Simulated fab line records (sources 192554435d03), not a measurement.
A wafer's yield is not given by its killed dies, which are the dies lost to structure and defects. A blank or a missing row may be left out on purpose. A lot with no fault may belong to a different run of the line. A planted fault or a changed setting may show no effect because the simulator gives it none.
fab line records | flow n5-finfet
record lots=7 | wafers=39
route steps=1938 shown BEOL_M8@1332 BEOL_M11@1536 TV_OPEN@1890
start-h: hours from the record's opening day to when the first of the lot's shown wafers began | wait-h: hours elapsed since this lot's preceding step | " as in the row above | L1.1+2: a row that stands for several wafers | - either no value or no given start | * or withheld: withheld | < > ~ a bound
route shown NAME@n: a module of which the file shows steps, and the number in the route of the first | usual: mean and standard deviation over wafers with no fault | same: alike in all rows | chamber/n: place in a boat | sites: per-site readings | _std_site: standard deviation of those values | _edge_site: inner sites' mean taken away from outer sites' mean | radius-mm: how far each site lies from the wafer's centre | mask NAME#n: copy n | behind: the last tool/chamber to shape the wafer | hold: what put the lot on hold/how long, in hours/how the hold closed | device: the transistor (n, p or np) that didn't switch | end of line: at the end of the route, the tests of the same wafers | step lacking rows: just its recipe | killed: not the wafer's yield, but the dies lost to structure and defects at the first sort | map: a wafer's dies, x killed, . not, _ none there
set.NAME: the setting as run; set.NAME@STEP: as run at that earlier step | model.NAME: the simulator's own value behind a step, which no gauge read
lots whose settings were changed on purpose; a table a step, a row a wafer
## steps
# step N5_BEOL_M8_ILD_DEP_00
# recipe material=SiCOH_lowk | target-thk-a=1797.5 | temp-c=300 | precursor=DEMS/porogen | pressure-torr=5 | rf-w=500 | time-s=33.4
lot.wafer | tool     | chamber | start-h | wait-h | set.target-thk-a | model.SiCOH_lowk_of_BEOL_M8_ILD_DEP_00.thk-nm
L075.1    | pecvd-03 | 2       | 198.68  | 0.0    | 839.3            | 84.2
L075.2    | "        | 0       | "       | "      | 1797.5           | 178
L075.3    | "        | 1       | "       | "      | 1797.5           | 179.6
L075.4    | "        | 2       | "       | "      | 839.3            | 84.4
L075.5    | "        | 0       | "       | "      | 839.3            | 87
L075.6    | "        | 1       | "       | "      | 1797.5           | 181.4
L076.1+5  | pecvd-01 | 1       | 204.03  | 0.0    | 1797.5           | 175.8
L076.2    | "        | 0       | "       | "      | 1797.5           | 175.4
L076.3    | "        | 1       | "       | "      | 1797.5           | 176.8
L076.4    | "        | 0       | "       | "      | 1797.5           | 177.2
L076.6    | "        | 0       | "       | "      | 1797.5           | 177.6
L085.1    | pecvd-02 | 1       | 270.10  | 0.0    | 934              | 91.6
L085.2    | "        | 2       | "       | "      | 1797.5           | 178
L085.3    | "        | 0       | "       | "      | 1797.5           | 175.6
L085.4    | "        | 1       | "       | "      | 1797.5           | 179
L085.5    | "        | 0       | "       | "      | 934              | 93.4
L085.6    | "        | 2       | "       | "      | 934              | 93
L089.1    | pecvd-01 | 2       | 280.68  | 0.0    | 1797.5           | 177.6
L089.2    | "        | 1       | "       | "      | 1797.5           | 174.8
L089.3    | "        | 0       | "       | "      | 1797.5           | 176
L092.1    | pecvd-02 | 1       | 312.38  | 0.0    | 1797.5           | 177
L092.2    | "        | 0       | "       | "      | 1797.5           | 176.6
L092.3    | "        | 2       | "       | "      | 724.1            | 70.2
L092.4    | "        | 1       | "       | "      | 724.1            | 72.2
L092.5    | "        | 0       | "       | "      | 1797.5           | 179.2
L092.6    | "        | 2       | "       | "      | 724.1            | 74
L095.1    | pecvd-02 | 0       | 334.08  | 0.0    | 2522             | 250.4
L095.2    | "        | 2       | "       | "      | 1797.5           | 180.6
L095.3    | "        | 1       | "       | "      | 1797.5           | 177
L095.4    | "        | 1       | "       | "      | 1797.5           | 180
L095.5    | "        | 2       | "       | "      | 2522             | 256
L095.6    | "        | 0       | "       | "      | 2522             | 255.4
L097.1    | pecvd-01 | 1       | 334.36  | 0.0    | 1797.5           | 177.6
L097.2+4  | "        | 2       | "       | "      | 1797.5           | 179.4
L097.3    | "        | 0       | "       | "      | 1797.5           | 176.6
L097.5    | "        | 1       | "       | "      | 1797.5           | 181.6
L097.6    | "        | 0       | "       | "      | 1797.5           | 179.6
# step N5_BEOL_M8_CURE_74
# recipe temp-c=385 | time-s=240 | ambient=He/Ar | material=SiCOH_lowk
lot.wafer | tool       | chamber | start-h | wait-h | set.target-thk-a@BEOL_M8_ILD_DEP_00 | model.SiCOH_lowk_of_BEOL_M8_ILD_DEP_00.thk-nm
L075.1    | uv-cure-01 | 2       | 198.74  | 0.0    | 839.3                               | 72.2
L075.2    | "          | 2       | "       | "      | 1797.5                              | 153.4
L075.3    | "          | 2       | "       | "      | 1797.5                              | 154.8
L075.4    | "          | 2       | "       | "      | 839.3                               | 72.4
L075.5    | "          | 2       | "       | "      | 839.3                               | 74.6
L075.6    | "          | 2       | "       | "      | 1797.5                              | 156.4
L076.1    | uv-cure-02 | 0       | 204.12  | 0.1    | 1797.5                              | 151.4
L076.2    | "          | 0       | "       | "      | 1797.5                              | 151.2
L076.3    | "          | 0       | "       | "      | 1797.5                              | 152.4
L076.4    | "          | 0       | "       | "      | 1797.5                              | 152.8
L076.5    | "          | 0       | "       | "      | 1797.5                              | 151.6
L076.6    | "          | 0       | "       | "      | 1797.5                              | 153.2
L085.1    | uv-cure-02 | 2       | 270.17  | 0.0    | 934                                 | 78.6
L085.2    | "          | 2       | "       | "      | 1797.5                              | 153.4
L085.3    | "          | 2       | "       | "      | 1797.5                              | 151.4
L085.4    | "          | 2       | "       | "      | 1797.5                              | 154.4
L085.5    | "          | 2       | "       | "      | 934                                 | 80.2
L085.6    | "          | 2       | "       | "      | 934                                 | 79.8
L089.1    | uv-cure-01 | 1       | 280.75  | 0.0    | 1797.5                              | 153.2
L089.2    | "          | 1       | "       | "      | 1797.5                              | 150.8
L089.3    | "          | 1       | "       | "      | 1797.5                              | 151.8
L092.1    | uv-cure-01 | 0       | 312.44  | 0.0    | 1797.5                              | 152.6
L092.2    | "          | 0       | "       | "      | 1797.5                              | 152.2
L092.3    | "          | 0       | "       | "      | 724.1                               | 60.2
L092.4    | "          | 0       | "       | "      | 724.1                               | 61.8
L092.5    | "          | 0       | "       | "      | 1797.5                              | 154.6
L092.6    | "          | 0       | "       | "      | 724.1                               | 63.4
L095.1    | uv-cure-03 | 2       | 334.14  | 0.0    | 2522                                | 216.8
L095.2    | "          | 2       | "       | "      | 1797.5                              | 155.8
L095.3    | "          | 2       | "       | "      | 1797.5                              | 152.6
L095.4    | "          | 2       | "       | "      | 1797.5                              | 155.2
L095.5    | "          | 2       | "       | "      | 2522                                | 221.6
L095.6    | "          | 2       | "       | "      | 2522                                | 221.2
L097.1    | uv-cure-01 | 0       | 334.43  | 0.0    | 1797.5                              | 153.2
L097.2+6  | "          | 0       | "       | "      | 1797.5                              | 154.8
L097.3    | "          | 0       | "       | "      | 1797.5                              | 152.2
L097.4    | "          | 0       | "       | "      | 1797.5                              | 154.6
L097.5    | "          | 0       | "       | "      | 1797.5                              | 156.8
# step N5_BEOL_M8_THK_MEAS_01
# recipe reads=SiCOH_lowk_of_BEOL_M8_ILD_DEP_00
# usual M8_ILD_THK=154.4/1.8
lot.wafer | tool          | chamber | start-h | wait-h | set.target-thk-a@BEOL_M8_ILD_DEP_00 | M8_ILD_THK[nm]
L075.1    | film-metro-02 | -       | 199.25  | 0.4    | 839.3                               | 72.2
L075.2    | "             | -       | "       | "      | 1797.5                              | 153.5
L075.3    | "             | -       | "       | "      | 1797.5                              | 154.8
L075.4    | "             | -       | "       | "      | 839.3                               | 72.4
L075.5    | "             | -       | "       | "      | 839.3                               | 74.6
L075.6    | "             | -       | "       | "      | 1797.5                              | 156.5
L076.1    | film-metro-02 | -       | 204.63  | 0.4    | 1797.5                              | 151.5
L076.2    | "             | -       | "       | "      | 1797.5                              | 151.2
L076.3    | "             | -       | "       | "      | 1797.5                              | 152.3
L076.4    | "             | -       | "       | "      | 1797.5                              | 152.8
L076.5    | "             | -       | "       | "      | 1797.5                              | 151.6
L076.6    | "             | -       | "       | "      | 1797.5                              | 153.2
L085.1    | film-metro-02 | -       | 270.68  | 0.4    | 934                                 | 78.5
L085.2    | "             | -       | "       | "      | 1797.5                              | 153.5
L085.3    | "             | -       | "       | "      | 1797.5                              | 151.3
L085.4    | "             | -       | "       | "      | 1797.5                              | 154.3
L085.5    | "             | -       | "       | "      | 934                                 | 80.1
L085.6    | "             | -       | "       | "      | 934                                 | 79.7
L089.1    | film-metro-01 | -       | 281.26  | 0.4    | 1797.5                              | 153.1
L089.2    | "             | -       | "       | "      | 1797.5                              | 150.8
L089.3    | "             | -       | "       | "      | 1797.5                              | 151.8
L092.1    | film-metro-02 | -       | 312.96  | 0.4    | 1797.5                              | 152.6
L092.2    | "             | -       | "       | "      | 1797.5                              | 152.3
L092.3    | "             | -       | "       | "      | 724.1                               | 60.1
L092.4    | "             | -       | "       | "      | 724.1                               | 61.8
L092.5    | "             | -       | "       | "      | 1797.5                              | 154.6
L092.6    | "             | -       | "       | "      | 724.1                               | 63.5
L095.1    | film-metro-01 | -       | 334.66  | 0.4    | 2522                                | 216.9
L095.2    | "             | -       | "       | "      | 1797.5                              | 155.8
L095.3    | "             | -       | "       | "      | 1797.5                              | 152.5
L095.4    | "             | -       | "       | "      | 1797.5                              | 155.2
L095.5    | "             | -       | "       | "      | 2522                                | 221.7
L095.6    | "             | -       | "       | "      | 2522                                | 221.4
L097.1    | film-metro-02 | -       | 334.94  | 0.4    | 1797.5                              | 153.1
L097.2    | "             | -       | "       | "      | 1797.5                              | 154.7
L097.3    | "             | -       | "       | "      | 1797.5                              | 152.4
L097.4    | "             | -       | "       | "      | 1797.5                              | 154.8
L097.5    | "             | -       | "       | "      | 1797.5                              | 156.8
L097.6    | "             | -       | "       | "      | 1797.5                              | 154.9
# step N5_BEOL_M11_ILD_DEP_00
# recipe material=SiCOH_lowk | target-thk-a=3085.1 | temp-c=300 | precursor=DEMS/porogen | pressure-torr=5 | rf-w=500 | time-s=58
lot.wafer | tool     | chamber | start-h | wait-h | set.time-s | model.SiCOH_lowk_of_BEOL_M11_ILD_DEP_00.thk-nm
L075.1    | pecvd-04 | 2       | 220.16  | 0.0    | 58         | 302.2
L075.2    | "        | 1       | "       | "      | 70.12      | 372.4
L075.3    | "        | 0       | "       | "      | 58         | 304.4
L075.4    | "        | 1       | "       | "      | 70.12      | 376.6
L075.5    | "        | 2       | "       | "      | 70.12      | 371
L075.6    | "        | 0       | "       | "      | 58         | 311
L076.1    | pecvd-03 | 0       | 223.78  | 0.0    | 58         | 311
L076.2    | "        | 2       | "       | "      | 78.9       | 423.2
L076.3    | "        | 1       | "       | "      | 58         | 311.8
L076.4    | "        | 0       | "       | "      | 78.9       | 424.2
L076.5    | "        | 1       | "       | "      | 78.9       | 429.2
L076.6    | "        | 2       | "       | "      | 58         | 316.2
L085.1    | pecvd-02 | 2       | 295.53  | 0.0    | 74.73      | 395.8
L085.2+5  | "        | 1,2     | "       | "      | 58         | 309
L085.3    | "        | 0       | "       | "      | 58         | 308.6
L085.4    | "        | 1       | "       | "      | 74.73      | 401.2
L085.6    | "        | 0       | "       | "      | 74.73      | 398.2
L089.1    | pecvd-02 | 1       | 307.29  | 0.0    | 58         | 310.8
L089.2    | "        | 0       | "       | "      | 58         | 305.4
L089.3    | "        | 2       | "       | "      | 58         | 307.8
L092.1    | pecvd-03 | 0       | 341.22  | 0.1    | 58         | 307.8
L092.2    | "        | 1       | "       | "      | 86.99      | 459.8
L092.3    | "        | 2       | "       | "      | 58         | 306.8
L092.4    | "        | 2       | "       | "      | 86.99      | 467
L092.5    | "        | 1       | "       | "      | 58         | 309
L092.6    | "        | 0       | "       | "      | 86.99      | 468.6
L095.1    | pecvd-03 | 0       | 360.36  | 0.0    | 58         | 305.8
L095.2    | "        | 2       | "       | "      | 58         | 309.6
L095.3    | "        | 1       | "       | "      | 58         | 306.8
L095.4    | "        | 0       | "       | "      | 58         | 306.2
L095.5    | "        | 1       | "       | "      | 58         | 308.4
L095.6    | "        | 2       | "       | "      | 58         | 316
L097.1    | pecvd-02 | 1       | 366.00  | 0.0    | 58         | 305.4
L097.2    | "        | 0       | "       | "      | 24.05      | 129.8
L097.3    | "        | 2       | "       | "      | 58         | 306.8
L097.4    | "        | 1       | "       | "      | 24.05      | 136
L097.5    | "        | 2       | "       | "      | 58         | 307.8
L097.6    | "        | 0       | "       | "      | 24.05      | 136.2
# step N5_BEOL_M11_CURE_71
# recipe temp-c=385 | time-s=240 | ambient=He/Ar | material=SiCOH_lowk
lot.wafer | tool       | chamber | start-h | wait-h | set.time-s@BEOL_M11_ILD_DEP_00 | model.SiCOH_lowk_of_BEOL_M11_ILD_DEP_00.thk-nm
L075.1    | uv-cure-03 | 1       | 220.23  | 0.0    | 58                             | 262.4
L075.2    | "          | 1       | "       | "      | 70.12                          | 324.6
L075.3    | "          | 1       | "       | "      | 58                             | 264.4
L075.4    | "          | 1       | "       | "      | 70.12                          | 328.4
L075.5    | "          | 1       | "       | "      | 70.12                          | 323.6
L075.6    | "          | 1       | "       | "      | 58                             | 270.2
L076.1    | uv-cure-01 | 1       | 223.85  | 0.0    | 58                             | 270.2
L076.2    | "          | 1       | "       | "      | 78.9                           | 370
L076.3    | "          | 1       | "       | "      | 58                             | 271
L076.4    | "          | 1       | "       | "      | 78.9                           | 370.8
L076.5    | "          | 1       | "       | "      | 78.9                           | 375.4
L076.6    | "          | 1       | "       | "      | 58                             | 274.8
L085.1    | uv-cure-01 | 2       | 295.61  | 0.0    | 74.73                          | 345.6
L085.2+5  | "          | 2       | "       | "      | 58                             | 268.4
L085.3    | "          | 2       | "       | "      | 58                             | 268
L085.4    | "          | 2       | "       | "      | 74.73                          | 350.4
L085.6    | "          | 2       | "       | "      | 74.73                          | 347.6
L089.1    | uv-cure-01 | 1       | 307.36  | 0.0    | 58                             | 270
L089.2    | "          | 1       | "       | "      | 58                             | 265.2
L089.3    | "          | 1       | "       | "      | 58                             | 267.4
L092.1    | uv-cure-02 | 2       | 341.29  | 0.0    | 58                             | 267.4
L092.2    | "          | 2       | "       | "      | 86.99                          | 402.8
L092.3    | "          | 2       | "       | "      | 58                             | 266.4
L092.4    | "          | 2       | "       | "      | 86.99                          | 409.4
L092.5    | "          | 2       | "       | "      | 58                             | 268.4
L092.6    | "          | 2       | "       | "      | 86.99                          | 410.8
L095.1    | uv-cure-02 | 0       | 360.62  | 0.2    | 58                             | 265.6
L095.2    | "          | 0       | "       | "      | 58                             | 269
L095.3    | "          | 0       | "       | "      | 58                             | 266.6
L095.4    | "          | 0       | "       | "      | 58                             | 266
L095.5    | "          | 0       | "       | "      | 58                             | 267.8
L095.6    | "          | 0       | "       | "      | 58                             | 274.6
L097.1    | uv-cure-02 | 1       | 366.08  | 0.0    | 58                             | 265.2
L097.2    | "          | 1       | "       | "      | 24.05                          | 111.6
L097.3    | "          | 1       | "       | "      | 58                             | 266.6
L097.4    | "          | 1       | "       | "      | 24.05                          | 117
L097.5    | "          | 1       | "       | "      | 58                             | 267.4
L097.6    | "          | 1       | "       | "      | 24.05                          | 117.2
# step N5_BEOL_M11_THK_MEAS_01
# recipe reads=SiCOH_lowk_of_BEOL_M11_ILD_DEP_00
# usual M11_ILD_THK=269/3.4
lot.wafer | tool          | chamber | start-h | wait-h | set.time-s@BEOL_M11_ILD_DEP_00 | M11_ILD_THK[nm]
L075.1    | film-metro-02 | -       | 220.75  | 0.4    | 58                             | 262
L075.2    | "             | -       | "       | "      | 70.12                          | 325
L075.3    | "             | -       | "       | "      | 58                             | 264
L075.4    | "             | -       | "       | "      | 70.12                          | 328
L075.5    | "             | -       | "       | "      | 70.12                          | 324
L075.6    | "             | -       | "       | "      | 58                             | 270
L076.1    | film-metro-01 | -       | 224.85  | 0.8    | 58                             | 270
L076.2    | "             | -       | "       | "      | 78.9                           | 370
L076.3    | "             | -       | "       | "      | 58                             | 271
L076.4    | "             | -       | "       | "      | 78.9                           | 371
L076.5    | "             | -       | "       | "      | 78.9                           | 376
L076.6    | "             | -       | "       | "      | 58                             | 275
L085.1    | film-metro-01 | -       | 296.12  | 0.4    | 74.73                          | 345
L085.2    | "             | -       | "       | "      | 58                             | 268
L085.3    | "             | -       | "       | "      | 58                             | 268
L085.4    | "             | -       | "       | "      | 74.73                          | 350
L085.5    | "             | -       | "       | "      | 58                             | 268
L085.6    | "             | -       | "       | "      | 74.73                          | 347
L089.1    | film-metro-02 | -       | 307.88  | 0.4    | 58                             | 270
L089.2    | "             | -       | "       | "      | 58                             | 265
L089.3    | "             | -       | "       | "      | 58                             | 267
L092.1    | film-metro-02 | -       | 341.81  | 0.4    | 58                             | 267
L092.2    | "             | -       | "       | "      | 86.99                          | 403
L092.3    | "             | -       | "       | "      | 58                             | 267
L092.4    | "             | -       | "       | "      | 86.99                          | 409
L092.5    | "             | -       | "       | "      | 58                             | 269
L092.6    | "             | -       | "       | "      | 86.99                          | 411
L095.1    | film-metro-01 | -       | 361.13  | 0.4    | 58                             | 266
L095.2    | "             | -       | "       | "      | 58                             | 269
L095.3    | "             | -       | "       | "      | 58                             | 267
L095.4    | "             | -       | "       | "      | 58                             | 266
L095.5    | "             | -       | "       | "      | 58                             | 268
L095.6    | "             | -       | "       | "      | 58                             | 275
L097.1    | film-metro-01 | -       | 366.59  | 0.4    | 58                             | 265
L097.2    | "             | -       | "       | "      | 24.05                          | 112
L097.3    | "             | -       | "       | "      | 58                             | 267
L097.4    | "             | -       | "       | "      | 24.05                          | 117
L097.5    | "             | -       | "       | "      | 58                             | 267
L097.6    | "             | -       | "       | "      | 24.05                          | 117
# step N5_PASSIVATION_ETCH_15
# recipe chemistry=CF4/N2 | target=SiCN | target-depth-a=750 | taper-deg=2 | time-s=81.2 | ion-energy-ev=150 | mask-material=SiNx | pressure-mtorr=40 | source-w=430 | bias-w=70 | Ar_flow_sccm=100 | cf4-flow-sccm=60 | n2-flow-sccm=60
lot.wafer | tool        | chamber | start-h | wait-h | set.target-depth-a | model.etch.depth-nm
L075.1    | rie-diel-06 | 3       | -       | -      | 750                | 61.76
L075.2    | "           | 1       | "       | "      | 750                | 63.22
L075.3    | "           | 0       | "       | "      | 750                | 64.42
L075.4    | "           | 2       | "       | "      | 750                | 67.37
L075.5    | "           | 1       | "       | "      | 750                | 63.32
L075.6    | "           | 0       | "       | "      | 750                | 64.26
L076.1    | rie-diel-02 | 3       | -       | -      | 750                | 64.63
L076.2    | "           | 2       | "       | "      | 324.3              | 27.83
L076.3    | "           | 1       | "       | "      | 324.3              | 29.35
L076.4    | "           | 0       | "       | "      | 750                | 63.78
L076.5    | "           | 0       | "       | "      | 324.3              | 27.73
L076.6    | "           | 1       | "       | "      | 750                | 67.97
L085.1    | rie-diel-06 | 2       | -       | -      | 750                | 67.78
L085.2    | "           | 1       | "       | "      | 750                | 63.51
L085.3    | "           | 0       | "       | "      | 750                | 64.86
L085.4    | "           | 3       | "       | "      | 750                | 61.25
L085.5    | "           | 3       | "       | "      | 750                | 62.03
L085.6    | "           | 2       | "       | "      | 750                | 67.63
L089.1    | rie-diel-06 | 3       | -       | -      | 750                | 61.79
L089.2    | "           | 0       | "       | "      | 750                | 64.83
L089.3    | "           | 1       | "       | "      | 750                | 63.62
L092.1    | rie-diel-06 | 0       | -       | -      | 1068               | 92.23
L092.2    | "           | 2       | "       | "      | 750                | 68.09
L092.3    | "           | 3       | "       | "      | 1068               | 89.47
L092.4    | "           | 1       | "       | "      | 750                | 63.99
L092.5    | "           | 3       | "       | "      | 750                | 63.18
L092.6    | "           | 2       | "       | "      | 1068               | 97.02
L095.1    | rie-diel-06 | 2       | -       | -      | 750                | 68.48
L095.2    | "           | 1       | "       | "      | 501.4              | 43.3
L095.3    | "           | 0       | "       | "      | 750                | 64.82
L095.4    | "           | 3       | "       | "      | 750                | 63.04
L095.5    | "           | 2       | "       | "      | 501.4              | 46.07
L095.6    | "           | 1       | "       | "      | 501.4              | 42.77
L097.1    | rie-diel-02 | 1       | -       | -      | 1035               | 91.44
L097.2    | "           | 3       | "       | "      | 1035               | 88.92
L097.3    | "           | 2       | "       | "      | 1035               | 87.84
L097.4    | "           | 0       | "       | "      | 750                | 63.7
L097.5    | "           | 3       | "       | "      | 750                | 64.54
L097.6    | "           | 2       | "       | "      | 750                | 64.35
## key
split step=N5_BEOL_M8_ILD_DEP_00 | setting=target-thk-a | stated=1797.5 | by=wafer
response step=N5_BEOL_M8_ILD_DEP_00 | reading=model.SiCOH_lowk_of_BEOL_M8_ILD_DEP_00.thk-nm | change=+1.78 | per=1% | r=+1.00
response step=N5_BEOL_M8_CURE_74 | reading=model.SiCOH_lowk_of_BEOL_M8_ILD_DEP_00.thk-nm | change=+1.55 | per=1% | r=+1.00
response step=N5_BEOL_M8_THK_MEAS_01 | reading=M8_ILD_THK | change=+1.55 | per=1% | r=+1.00
split step=N5_BEOL_M11_ILD_DEP_00 | setting=time-s | stated=58 | by=wafer
response step=N5_BEOL_M11_ILD_DEP_00 | reading=model.SiCOH_lowk_of_BEOL_M11_ILD_DEP_00.thk-nm | change=+3.06 | per=1% | r=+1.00
response step=N5_BEOL_M11_CURE_71 | reading=model.SiCOH_lowk_of_BEOL_M11_ILD_DEP_00.thk-nm | change=+2.71 | per=1% | r=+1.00
response step=N5_BEOL_M11_THK_MEAS_01 | reading=M11_ILD_THK | change=+2.71 | per=1% | r=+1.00
split step=N5_PASSIVATION_ETCH_15 | setting=target-depth-a | stated=750 | by=wafer
response step=N5_PASSIVATION_ETCH_15 | reading=model.etch.depth-nm | change=+0.655 | per=1% | r=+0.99
